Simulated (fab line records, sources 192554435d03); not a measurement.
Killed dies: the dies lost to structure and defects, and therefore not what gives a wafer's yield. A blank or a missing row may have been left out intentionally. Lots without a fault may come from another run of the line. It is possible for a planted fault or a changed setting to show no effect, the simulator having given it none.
Which tool is to blame? / flow n5 finfet / 10 lots, 30 wafers sampled, at 6 steps of a route of 1938

WHAT THE GAUGES SHOWED, per wafer
N5_PASSIVATION_INSPECT_57: inspects for defects (macro).
lot=L470; measured=day 13 19:41; on=defect inspect-02; raw defect count=1 0 1
lot=L473; measured=day 15 21:20; on=defect inspect-01; raw defect count=1 1 1
lot=L482; measured=day 17 19:27; on=defect inspect-01; raw defect count=1 1 0
lot=L488; measured=day 18 00:03; on=defect inspect-01; raw defect count=6 2 2
lot=L486; measured=day 18 18:14; on=defect inspect-01; raw defect count=>300 >300 288
lot=L483; measured=day 18 19:13; on=defect inspect-02; raw defect count=>300 >300 >300
lot=L487; measured=day 18 23:32; on=defect inspect-01; raw defect count=292 >300 >300
lot=L489; measured=day 19 03:34; on=defect inspect-02; raw defect count=2 0 2
lot=L490; measured=day 20 22:47; on=defect inspect-02; raw defect count=3 0 0
lot=L491; measured=day 21 02:40; on=defect inspect-02; raw defect count=3 2 1

EACH LOT AND THE TOOL THAT RAN IT (in order: tool; ch and the chambers of the sampled wafers; start)
lot=L470; N5_PASSIVATION_DEGAS_18=pvd sputter-01, day 13 13:19; N5_PASSIVATION_PRE_CLEAN_19=pvd sputter-01, day 13 13:22; N5_PASSIVATION_PASS_ETCH_47=rie diel-02 ch 0,3, day 13 16:17; N5_PASSIVATION_ETCH_54=rie diel-02 ch 0,3, day 13 16:31; N5_PASSIVATION_PROBE_49=prober-01, day 13 19:26
lot=L473; N5_PASSIVATION_DEGAS_18=pvd sputter-01, day 15 15:01; N5_PASSIVATION_PRE_CLEAN_19=pvd sputter-01, day 15 15:03; N5_PASSIVATION_PASS_ETCH_47=rie diel-05 ch 0,1, day 15 17:58; N5_PASSIVATION_ETCH_54=rie diel-05 ch 0,1, day 15 18:11; N5_PASSIVATION_PROBE_49=prober-02, day 15 20:59
lot=L482; N5_PASSIVATION_DEGAS_18=pvd sputter-03, day 17 13:17; N5_PASSIVATION_PRE_CLEAN_19=pvd sputter-03, day 17 13:20; N5_PASSIVATION_PASS_ETCH_47=rie diel-04 ch 0,3, day 17 16:05; N5_PASSIVATION_ETCH_54=rie diel-04 ch 0,3, day 17 16:19; N5_PASSIVATION_PROBE_49=prober-02, day 17 19:08
lot=L488; N5_PASSIVATION_DEGAS_18=pvd sputter-03, day 17 17:57; N5_PASSIVATION_PRE_CLEAN_19=pvd sputter-03, day 17 17:59; N5_PASSIVATION_PASS_ETCH_47=rie diel-05 ch 0,1,2, day 17 20:36; N5_PASSIVATION_ETCH_54=rie diel-05 ch 0,1,2, day 17 20:50; N5_PASSIVATION_PROBE_49=prober-01, day 17 23:45
lot=L486; N5_PASSIVATION_DEGAS_18=pvd sputter-01, day 18 11:25; N5_PASSIVATION_PRE_CLEAN_19=pvd sputter-01, day 18 11:28; N5_PASSIVATION_PASS_ETCH_47=rie diel-05 ch 0,2,3, day 18 14:29; N5_PASSIVATION_ETCH_54=rie diel-05 ch 0,2,3, day 18 14:43; N5_PASSIVATION_PROBE_49=prober-01, day 18 17:56
lot=L483; N5_PASSIVATION_DEGAS_18=pvd sputter-01, day 18 12:14; N5_PASSIVATION_PRE_CLEAN_19=pvd sputter-01, day 18 12:17; N5_PASSIVATION_PASS_ETCH_47=rie diel-05 ch 1,3, day 18 15:05; N5_PASSIVATION_ETCH_54=rie diel-05 ch 1,3, day 18 15:19; N5_PASSIVATION_PROBE_49=prober-02, day 18 18:57
lot=L487; N5_PASSIVATION_DEGAS_18=pvd sputter-02, day 18 17:29; N5_PASSIVATION_PRE_CLEAN_19=pvd sputter-02, day 18 17:32; N5_PASSIVATION_PASS_ETCH_47=rie diel-05 ch 1,2,3, day 18 20:08; N5_PASSIVATION_ETCH_54=rie diel-05 ch 1,2,3, day 18 20:22; N5_PASSIVATION_PROBE_49=prober-01, day 18 23:11
lot=L489; N5_PASSIVATION_DEGAS_18=pvd sputter-02, day 18 21:27; N5_PASSIVATION_PRE_CLEAN_19=pvd sputter-02, day 18 21:29; N5_PASSIVATION_PASS_ETCH_47=rie diel-02 ch 0,1, day 19 00:12; N5_PASSIVATION_ETCH_54=rie diel-02 ch 0,1, day 19 00:26; N5_PASSIVATION_PROBE_49=prober-02, day 19 03:19
lot=L490; N5_PASSIVATION_DEGAS_18=pvd sputter-03, day 20 16:48; N5_PASSIVATION_PRE_CLEAN_19=pvd sputter-03, day 20 16:50; N5_PASSIVATION_PASS_ETCH_47=rie diel-02 ch 0,2,3, day 20 19:26; N5_PASSIVATION_ETCH_54=rie diel-02 ch 0,2,3, day 20 19:40; N5_PASSIVATION_PROBE_49=prober-02, day 20 22:26
lot=L491; N5_PASSIVATION_DEGAS_18=pvd sputter-01, day 20 20:36; N5_PASSIVATION_PRE_CLEAN_19=pvd sputter-01, day 20 20:38; N5_PASSIVATION_PASS_ETCH_47=rie diel-02 ch 0,2,3, day 20 23:19; N5_PASSIVATION_ETCH_54=rie diel-02 ch 0,2,3, day 20 23:32; N5_PASSIVATION_PROBE_49=prober-02, day 21 02:19
- N5_PASSIVATION_DEGAS_18: time 60 s.
- N5_PASSIVATION_PRE_CLEAN_19
- N5_PASSIVATION_PASS_ETCH_47: etches SiNx in CF4/O2, target depth 770 nm, time 385 s.
- N5_PASSIVATION_ETCH_54: etches SiO2 in CHF3/O2, target depth 880 nm, time 440 s.
- N5_PASSIVATION_PROBE_49

THE ANSWER, worked out from the rows above alone
Rule: what is usual is taken from the lots themselves. The widest of any qualifying gaps counts: lots, ordered by their means at a reading, are off when they make up no more than a third of the lots, leave a main group of 4 or more, and stand apart from it by 3 or more times the standard deviation of that group's means. If all means in a main group match to the digits the tables above print for the reading, that group is not used. Also off: a lot with no number at a reading for which 4 or more lots have one. All remaining lots with rows at the step are treated as sound.
Off at N5_PASSIVATION_INSPECT_57 (raw defect count): L486, L483, L487. Without a number there: L483. The main group has a mean of 1.4 with a standard deviation of 0.89.
A tool fits if, at a process step before that reading, it ran every lot that is off, and no sound lot after the first of them. The gauges at N5_PASSIVATION_INSPECT_57 are tried like those tools. One fits: N5_PASSIVATION_PASS_ETCH_47 and N5_PASSIVATION_ETCH_54 on rie diel-05. At N5_PASSIVATION_PASS_ETCH_47 its last sound lot is L488 (day 17 20:36), its first lot that is off L486 (day 18 14:29): a fault that began between those two fits.

WHAT THE SIMULATOR PUT IN
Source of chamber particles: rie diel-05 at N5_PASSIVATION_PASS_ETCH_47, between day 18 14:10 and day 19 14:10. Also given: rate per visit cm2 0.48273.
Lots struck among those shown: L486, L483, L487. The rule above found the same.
